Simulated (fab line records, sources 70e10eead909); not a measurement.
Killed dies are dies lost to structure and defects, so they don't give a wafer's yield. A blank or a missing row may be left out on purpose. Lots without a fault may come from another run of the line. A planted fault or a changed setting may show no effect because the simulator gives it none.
fab line records | flow nand_harc
record lots=13 wafers=39 last_day=33
route steps=1302 shown P_ZERO_WELL@68 P_GATE@119
lots that met no fault: from a run of the same line without faults
start_h: hours from the record's first day to the start of the lot's first wafer shown | wait_h: hours since the lot's step before | " the same as in the row above | L1.1+2: a row that stands for several wafers | - no value, or no start given | * or withheld: withheld | < > ~ a bound
route shown NAME@n: a module of which the file shows steps, and the number in the route of the first | usual: mean/standard deviation of fault-free wafers | same: alike in all rows | chamber/n: place in a boat | sites: the reading at each site | _std_site: their standard deviation | _edge_site: outer sites' mean less inner sites' | radius_mm: how far each site lies from the wafer's centre | mask NAME#n: copy n | behind: the tool/chamber that last shaped the wafer | hold: why the lot was held/for how many hours/how that ended | device: the transistor (n, p or np) that didn't switch | end of line: the same wafers' tests at the end of the route | a step without rows: its recipe alone | killed: dies lost to structure and defects at the first sort, not the wafer's yield | map: a wafer's dies, x killed, . not, _ none there
set.NAME: the setting as run; set.NAME@STEP: as run at that earlier step | model.NAME: the simulator's own value behind a step, which no gauge read
steps of the route over a sample of lots; a table a step, a row a wafer
services: from which hour (start_h, from the record's first day; less than 0 if before it) a tool's chamber was out of use, for how many hours, and why
## steps
# step NHARC_P_ZERO_WELL_INSPECT_43
# usual raw_defect_count=14/7.4
# columns lot.wafer tool chamber start_h wait_h raw_defect_count
L714.1 defect_inspect-01 - 27.29 0.6 20
L714.5 " - " " 8
L714.6 " - " " 15
L715.1 defect_inspect-01 - 37.63 0.6 6
L715.5 " - " " 14
L715.6 " - " " 8
L717.1 defect_inspect-01 - 57.77 0.6 11
L717.4 " - " " 15
L717.6 " - " " 8
L718.1 defect_inspect-01 - 67.59 0.6 19
L718.4 " - " " 12
L718.5 " - " " 28
L719.1 defect_inspect-02 - 77.68 0.6 9
L719.2 " - " " 17
L719.5 " - " " 9
L720.2 defect_inspect-01 - 87.70 0.5 16
L720.3 " - " " 12
L720.4 " - " " 11
L721.3 defect_inspect-02 - 98.12 0.4 18
L721.4 " - " " 24
L721.6 " - " " 10
L729.1 defect_inspect-02 - 178.32 0.6 9
L729.4 " - " " 5
L729.6 " - " " 6
L730.3 defect_inspect-02 - 187.57 0.4 12
L730.5 " - " " 7
L730.6 " - " " 15
L731.1 defect_inspect-01 - 197.38 0.6 11
L731.3 " - " " 11
L731.6 " - " " 13
L734.4 defect_inspect-01 - 227.76 0.2 7
L734.5 " - " " 35
L734.6 " - " " 15
L735.1 defect_inspect-01 - 238.02 0.6 19
L735.2 " - " " 15
L735.4 " - " " 16
L736.3 defect_inspect-02 - 247.66 0.4 16
L736.4 " - " " 19
L736.5 " - " " 16
# step NHARC_P_GATE_EXPOSE_08
# recipe na=0.6 dose_mj=16.75 mask_id=P_HV
# usual focus_offset_nm=0.0/0.55
# same na=0.6
# columns lot.wafer tool chamber start_h wait_h mask focus_offset_nm
L714.1 krf_scanner-02 0 85.85 - P_HV#0 0.1
L714.5 " 0 " " P_HV#0 -0.3
L714.6 " 0 " " P_HV#0 0.1
L715.1 krf_scanner-02 0 99.07 - P_HV#0 0.1
L715.5 " 0 " " P_HV#0 -0.2
L715.6 " 0 " " P_HV#0 0.8
L717.1 krf_scanner-03 0 113.14 - P_HV#0 -0.8
L717.4 " 0 " " P_HV#0 -0.1
L717.6 " 0 " " P_HV#0 0.2
L718.1 krf_scanner-03 0 117.79 - P_HV#0 0.0
L718.4 " 0 " " P_HV#0 0.3
L718.5 " 0 " " P_HV#0 0.3
L719.1 krf_scanner-02 0 128.03 - P_PSD#0 -1.0
L719.2 " 0 " " P_PSD#0 -1.0
L719.5 " 0 " " P_PSD#0 -0.2
L720.2 krf_scanner-03 0 141.32 - P_HV#0 0.2
L720.3 " 0 " " P_HV#0 1.1
L720.4 " 0 " " P_HV#0 0.3
L721.3 krf_scanner-02 0 158.08 - P_HV#0 0.3
L721.4 " 0 " " P_HV#0 -0.4
L721.6 " 0 " " P_HV#0 -0.2
L729.1 krf_scanner-02 0 226.12 - P_HV#0 -0.3
L729.4 " 0 " " P_HV#0 -1.2
L729.6 " 0 " " P_HV#0 1.0
L730.3 krf_scanner-02 0 239.03 - P_HV#0 0.2
L730.5 " 0 " " P_HV#0 0.8
L730.6 " 0 " " P_HV#0 0.1
L731.1 krf_scanner-03 0 250.85 - P_HV#0 0.2
L731.3 " 0 " " P_HV#0 0.4
L731.6 " 0 " " P_HV#0 0.7
L734.4 krf_scanner-01 0 279.44 - P_HV#0 0.9
L734.5 " 0 " " P_HV#0 -0.3
L734.6 " 0 " " P_HV#0 0.0
L735.1 krf_scanner-02 0 291.41 - P_HV#0 0.9
L735.2 " 0 " " P_HV#0 -0.2
L735.4 " 0 " " P_HV#0 -0.2
L736.3 krf_scanner-02 0 303.43 - P_HV#0 0.4
L736.4 " 0 " " P_HV#0 0.7
L736.5 " 0 " " P_HV#0 -1.3
# step NHARC_P_GATE_CD_MEAS_11
# recipe target_cd_nm=1640 landing_energy_ev=500
# usual cd_nm=1639.8/1.5
# columns lot.wafer tool chamber start_h wait_h cd_nm
L714.1 cd_sem-02 0 86.00 - 1641.8
L714.5 " 0 " " 1639.1
L714.6 " 0 " " 1640.0
L715.1 cd_sem-03 0 99.23 - 1640.4
L715.5 " 0 " " 1641.5
L715.6 " 0 " " 1640.0
L717.1 cd_sem-03 0 113.30 - 1642.0
L717.4 " 0 " " 1641.0
L717.6 " 0 " " 1640.9
L718.1 cd_sem-02 0 117.94 - 1640.2
L718.4 " 0 " " 1642.0
L718.5 " 0 " " 1641.0
L719.1 cd_sem-03 0 128.18 - -
L719.2 " 0 " " -
L719.5 " 0 " " -
L720.2 cd_sem-03 0 141.47 - 1638.3
L720.3 " 0 " " 1638.2
L720.4 " 0 " " 1637.1
L721.3 cd_sem-03 0 158.23 - 1638.9
L721.4 " 0 " " 1639.8
L721.6 " 0 " " 1640.3
L729.1 cd_sem-03 0 226.28 - 1638.0
L729.4 " 0 " " 1640.6
L729.6 " 0 " " 1638.4
L730.3 cd_sem-03 0 239.18 - 1641.1
L730.5 " 0 " " 1639.4
L730.6 " 0 " " 1640.2
L731.1 cd_sem-01 0 251.01 - 1638.9
L731.3 " 0 " " 1638.9
L731.6 " 0 " " 1638.4
L734.4 cd_sem-01 0 279.59 - 1641.8
L734.5 " 0 " " 1640.7
L734.6 " 0 " " 1641.7
L735.1 cd_sem-02 0 291.56 - 1638.6
L735.2 " 0 " " 1636.3
L735.4 " 0 " " 1640.5
L736.3 cd_sem-03 0 303.58 - 1643.1
L736.4 " 0 " " 1641.2
L736.5 " 0 " " 1638.3
# step NHARC_P_GATE_DESCUM_31
# recipe time_s=3 o2_flow_sccm=200 ar_flow_sccm=0 bias_power_w=0 chemistry=O2
# usual drypump_motor_current_A=5.5/0.5 oes_product_au=1.001/0.009 rf_vpp_V=57.4/0.8 showerhead_plenum_p_Torr=1.83/0.053 throttle_valve_pct=11.311/0.0093
# columns lot.wafer tool chamber start_h wait_h drypump_motor_current_A oes_product_au rf_hours_counter_h rf_vpp_V showerhead_plenum_p_Torr throttle_valve_pct
L714.1 rie_diel-05 2 102.87 0.1 5.2 0.995 4.0 57.7 1.80 11.327
L714.6 " 2 " " 5.2 1.001 - 57.6 1.80 11.298
L714.5 " 3 " " 4.9 1.008 - 56.5 1.84 11.308
L715.1 rie_diel-05 2 119.30 0.1 5.2 1.005 4.2 58.0 1.80 11.307
L715.5 " 3 " " 4.9 0.988 - 58.3 1.84 11.318
L715.6 " 0 " " 5.3 1.000 - 57.4 1.79 11.319
L717.4 rie_diel-09 0 130.67 0.1 5.5 1.004 7.4 58.0 1.98 11.305
L717.1 " 2 " " 5.7 1.009 7.7 59.0 1.86 11.305
L717.6 " 3 " " 5.1 0.996 - 56.9 1.91 11.313
L718.4 rie_diel-09 3 135.52 0.1 5.1 0.989 8.4 57.3 1.91 11.298
L718.1 " 1 " " 5.8 0.982 7.0 59.2 1.83 11.314
L718.5 " 3 " " 5.1 0.991 - 58.7 1.91 11.316
L719.2 rie_diel-08 1 142.51 0.1 6.1 0.991 6.8 58.0 1.81 11.315
L719.1 " 3 " " 5.4 1.013 6.1 57.8 1.79 11.318
L719.5 " 1 " " 6.1 0.996 - 57.0 1.81 11.313
L720.2 rie_diel-05 2 155.94 0.1 5.2 1.007 6.0 56.5 1.80 11.321
L720.3 " 3 " " 4.9 1.005 6.1 58.5 1.84 11.313
L720.4 " 1 " " 6.4 1.023 5.8 58.1 1.84 11.318
L721.4 rie_diel-05 3 172.07 0.1 4.9 1.005 7.0 57.8 1.84 11.322
L721.3 " 0 " " 5.3 0.993 6.6 57.6 1.79 11.303
L721.6 " 0 " " 5.3 1.002 - 57.9 1.79 11.311
L729.4 rie_diel-08 2 241.59 0.1 5.9 1.003 2.9 57.8 1.79 11.301
L729.1 " 0 " " 6.0 1.002 3.4 58.2 1.78 11.314
L729.6 " 1 " " 6.1 0.992 - 57.1 1.81 11.319
L730.3 rie_diel-05 3 254.70 0.1 4.8 0.991 0.1 58.2 1.84 11.326
L730.5 " 1 " " 6.4 1.011 - 58.1 1.84 11.318
L730.6 " 0 " " 5.3 0.997 - 58.2 1.79 11.309
L731.3 rie_diel-05 2 267.05 0.1 5.2 1.013 0.4 56.9 1.80 11.314
L731.1 " 1 " " 6.4 1.007 1.1 54.5 1.84 11.293
L731.6 " 3 " " 4.8 0.993 - 57.6 1.84 11.307
L734.4 rie_diel-08 1 295.47 0.1 6.1 1.005 5.4 56.9 1.81 11.306
L734.6 " 3 " " 5.4 1.006 - 57.8 1.79 11.305
L734.5 " 0 " " 5.9 1.007 - 56.7 1.78 11.307
L735.1 rie_diel-05 0 307.66 0.1 5.3 1.000 2.4 57.1 1.79 11.326
L735.4 " 1 " " 6.4 1.015 3.4 56.5 1.84 11.296
L735.2 " 2 " " 5.2 1.011 2.8 57.9 1.80 11.315
L736.4 rie_diel-08 2 327.58 0.1 5.9 1.006 5.4 57.9 1.79 11.298
L736.3 " 3 " " 5.4 1.005 5.5 57.8 1.79 11.317
L736.5 " 1 " " 6.1 0.990 - 57.6 1.81 11.321
# step NHARC_P_GATE_ETCH_114
# recipe target_depth_a=300 overetch_a=30 time_s=16.5 ion_energy_ev=100 cf4_flow_sccm=80 o2_flow_sccm=20 ar_flow_sccm=0 rf_w=300 bias_w=100 chemistry=CF4/O2
# usual drypump_motor_current_A=5.6/0.49 oes_product_au=1.002/0.0091 rf_vpp_V=196.6/1.1 showerhead_plenum_p_Torr=1.28/0.036 throttle_valve_pct=13.398/0.0091
# columns lot.wafer tool chamber start_h wait_h drypump_motor_current_A oes_product_au rf_hours_counter_h rf_vpp_V showerhead_plenum_p_Torr throttle_valve_pct
L714.1 rie_diel-05 0 - - 5.3 1.010 3.6 197.4 1.25 13.391
L714.5 " 3 " " 4.8 1.003 - 196.2 1.29 13.384
L714.6 " 0 " " 5.3 1.010 - 196.3 1.25 13.403
L715.1 rie_diel-05 0 - - 5.3 1.009 3.8 196.3 1.25 13.404
L715.5 " 0 " " 5.3 0.999 - 197.4 1.25 13.402
L715.6 " 1 " " 6.4 1.019 - 196.8 1.28 13.414
L717.1 rie_diel-09 2 - - 5.7 0.994 7.7 197.1 1.30 13.395
L717.4 " 0 " " 5.5 0.990 7.4 198.4 1.38 13.405
L717.6 " 2 " " 5.7 0.997 - 197.3 1.30 13.387
L718.1 rie_diel-09 1 - - 5.8 0.990 7.1 196.0 1.28 13.405
L718.4 " 0 " " 5.5 1.009 7.6 200.5 1.38 13.404
L718.5 " 1 " " 5.8 0.998 - 196.7 1.28 13.404
L719.2 rie_diel-08 3 - - 5.4 1.008 6.2 194.8 1.25 13.392
L719.1 " 2 " " 5.9 1.006 6.2 193.6 1.25 13.396
L719.5 " 0 " " 6.0 0.997 - 195.9 1.24 13.398
L720.2 rie_diel-05 1 - - 6.4 1.012 5.8 196.1 1.28 13.421
L720.3 " 2 " " 5.2 1.008 6.0 196.5 1.26 13.419
L720.4 " 3 " " 4.8 0.997 6.1 197.1 1.29 13.384
L721.3 rie_diel-05 3 - - 4.9 0.993 7.1 196.7 1.29 13.402
L721.4 " 1 " " 6.4 1.014 6.5 196.7 1.28 13.388
L721.6 " 3 " " 4.8 0.990 - 195.9 1.29 13.392
L729.1 rie_diel-08 3 - - 5.4 1.004 2.6 196.6 1.25 13.402
L729.4 " 0 " " 5.9 1.015 3.4 195.7 1.24 13.401
L729.6 " 3 " " 5.4 1.004 - 195.9 1.25 13.387
L730.3 rie_diel-05 3 - - 4.9 1.008 0.1 197.9 1.29 13.390
L730.6 " 1 " " 6.4 1.011 - 194.7 1.28 13.395
L730.5 " 3 " " 4.9 1.003 - 196.7 1.29 13.407
L731.3 rie_diel-05 2 - - 5.2 1.005 0.4 195.6 1.26 13.393
L731.1 " 0 " " 5.3 1.005 1.1 195.5 1.25 13.393
L731.6 " 2 " " 5.2 1.011 - 196.0 1.26 13.396
L734.4 rie_diel-08 0 - - 6.0 1.010 5.2 194.3 1.24 13.401
L734.5 " 3 " " 5.4 1.008 - 194.9 1.25 13.404
L734.6 " 0 " " 5.9 1.002 - 195.4 1.24 13.388
L735.4 rie_diel-05 2 - - 5.2 1.006 2.8 195.4 1.26 13.405
L735.1 " 3 " " 4.8 1.005 3.6 196.4 1.28 13.391
L735.2 " 0 " " 5.3 0.994 2.5 196.5 1.25 13.395
L736.3 rie_diel-08 0 - - 5.9 1.017 6.3 196.1 1.24 13.405
L736.4 " 1 " " 6.1 0.994 6.5 196.1 1.26 13.394
L736.5 " 1 " " 6.1 1.003 - 196.8 1.26 13.395
## services
# columns tool chamber start_h hours kind
rie_diel-05 0 86.16 - clean
krf_scanner-03 - 127.58 0.2 repair
rie_diel-05 - 127.85 3.1 repair
krf_scanner-01 - 140.00 4.0 pm
krf_scanner-02 - 141.23 4.0 pm
rie_diel-09 - 143.77 9.0 pm
rie_diel-05 3 181.98 7.8 repair
rie_diel-08 - 190.80 9.0 pm
krf_scanner-03 - 196.19 1.0 repair
krf_scanner-01 - 216.12 0.5 repair
rie_diel-05 3 219.98 10.7 repair
krf_scanner-03 - 224.03 4.0 pm
rie_diel-05 - 229.66 9.0 pm
krf_scanner-01 - 239.80 3.7 repair
krf_scanner-03 - 242.77 1.5 repair
rie_diel-05 2 246.64 15.6 repair
krf_scanner-02 - 257.71 25.7 repair
rie_diel-08 2 267.90 7.1 repair
rie_diel-05 0 278.54 11.5 repair
krf_scanner-02 - 291.60 0.1 repair
krf_scanner-03 - 311.12 0.5 repair
krf_scanner-01 - 312.00 4.0 pm
krf_scanner-02 - 313.23 4.0 pm
rie_diel-09 - 320.77 9.0 pm
## key
first_sign step=NHARC_P_GATE_EXPOSE_08 reading=mask direction=changed
effect step=NHARC_P_GATE_CD_MEAS_11 reading=cd_nm direction=missing
met_at NHARC_P_GATE_EXPOSE_08
struck_lots L719
later_rows_left_out L719.1,L719.2,L719.5
sort_left_out L719.1,L719.2,L719.5
tester_left_out L719
not_acting_at NHARC_P_ZERO_WELL_INSPECT_43,NHARC_P_GATE_DESCUM_31,NHARC_P_GATE_ETCH_114
onset_between 99.07 128.03
fault kind=wrong_mask tool=any chamber=- onset_h=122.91 steps=NHARC_P_GATE_EXPOSE_08 aux_copy=P_PSD#0 scope=struck_lots_only
# tester_left_out: of these lots the tester's yield and bins aren't shown, on N5 and GAA mostly nor the transistor test; their killed dies are dies lost to structure and defects alone, not to doping, threshold or leakage, so they don't give the yield
# sort_left_out: the simulated sort isn't trusted on such a fault, so these wafers' sort isn't shown, and their yield isn't known
# later_rows_left_out: the simulator's readings of these wafers behind a module that went badly wrong aren't trusted and aren't shown, but for the sort
